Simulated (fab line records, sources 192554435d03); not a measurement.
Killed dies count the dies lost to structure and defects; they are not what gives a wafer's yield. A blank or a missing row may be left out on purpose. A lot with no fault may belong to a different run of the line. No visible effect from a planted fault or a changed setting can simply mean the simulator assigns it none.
8D (eight disciplines) problem report, filled in by code -- flow n5_finfet -- the parts of the form that need people (team, actions taken, sign-off) are left out
Where a reading is given only as a bound, like >300, the bound stands for it, and a mean or a difference that rests on one is marked > or <: the true number lies beyond.

1. PROBLEM STATEMENT
raw_defect_count at N5_BEOL_M15_INSPECT_30 reads a mean of >300 on 2 wafers of 2 lots; wafers without a fault read 2.2 with a standard deviation of 1.5. That is +99 or more standard deviations from the usual mean.
The step: inspects for defects (macro).
Seen first at day 15 13:42 on defect_inspect-02, wafer L705.3. Wafers with a number at this step in the record: 33, from 11 lots. By rule, "out" or "out of limits" means more than 4 standard deviations away from the usual mean. Any other wafer with a number is counted as sound.

2. WHAT IT IS; WHAT IT IS NOT
question,is,is not
which readings at this step,raw_defect_count,-
which lots,"L705, L707","L688, L689, L692, L697, L699, L700, L702, L706, L711"
which wafers of those lots,"L705.3, L707.6","L705.4, L705.6, L707.1, L707.4"
read on which gauges,defect_inspect-02,defect_inspect-01
when,from day 15 13:42,"up to then (23 sound wafers); but 8 sound wafers of L706, L707, L711 came after"

3. THE SUSPECTS, EACH WITH WHAT RULES IT OUT
Counting: a tool at a process step up to the reading stays a suspect if it ran every lot that is out. Sound lots after the first of them don't rule it out here, since some wafers of a struck lot are sound.
- the gauge at N5_BEOL_M15_INSPECT_30: ruled out. All the wafers that are out were read on defect_inspect-02, but those of them that N5_PASSIVATION_PROBE_49 has rows for are out there too, on other tools.
- wet_bench-03 at N5_BEOL_M15_STRIP_65 (strips in post etch residue remover, time 60 s): kept. Ran every lot that is out, first one L705 (day 15 12:17); last sound lot up to then L700 (day 14 17:28).
The count leaves wet_bench-03 at N5_BEOL_M15_STRIP_65.

4. THE CAUSE (what the simulator had put in)
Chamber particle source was wet_bench-03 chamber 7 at N5_BEOL_M15_STRIP_65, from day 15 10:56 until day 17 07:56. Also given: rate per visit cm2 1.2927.
The count eliminated every tool but this one.

5. SEQUENCE OF EFFECTS, ordered by route
Rows list readings where the struck wafers' mean (over those with a number) sits beyond 3 standard deviations from the usual. Readings are gone through only where the record gives a usual standard deviation; hours: the median, over the lots, of the time from a lot's start at the first step in this table giving one to that lot's start at this step; sigmas: the change measured in usual standard deviations.
hours,step,reading,usual,on struck wafers,change,sigmas
0,N5_BEOL_M15_INSPECT_30,raw_defect_count,2.2,>300,>+298,+99 or more
23,N5_PASSIVATION_PROBE_49,defect_limited_yield,91.1 %,80.5,-10.6,-7.6
23,N5_PASSIVATION_PROBE_49,killed_at_M4_up,14,154,+140,+26
23,N5_PASSIVATION_PROBE_49,killed_dies,105,231,+126,+7.9
23,N5_PASSIVATION_PROBE_49,sort_bin_5_function,5.2 %,12.0,+6.8,+7.1
23,N5_PASSIVATION_PROBE_49,sort_n_pass,1075,949,-126,-7.9
23,N5_PASSIVATION_PROBE_49,sort_yield_pct,91.1 %,80.5,-10.6,-7.6
Process steps it contains:
- N5_PASSIVATION_PROBE_49

6. WHAT WOULD HAVE CAUGHT IT SOONER
Counted from the fault's start at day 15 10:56, it took 3 hours until the first out-of-limits reading at a measuring or inspecting step in this record, taken at day 15 13:42.
Of the lots that are out (2), L707 began N5_BEOL_M15_STRIP_65 on wet_bench-03 after day 15 13:42. A hold on the tool at that time would have spared it.
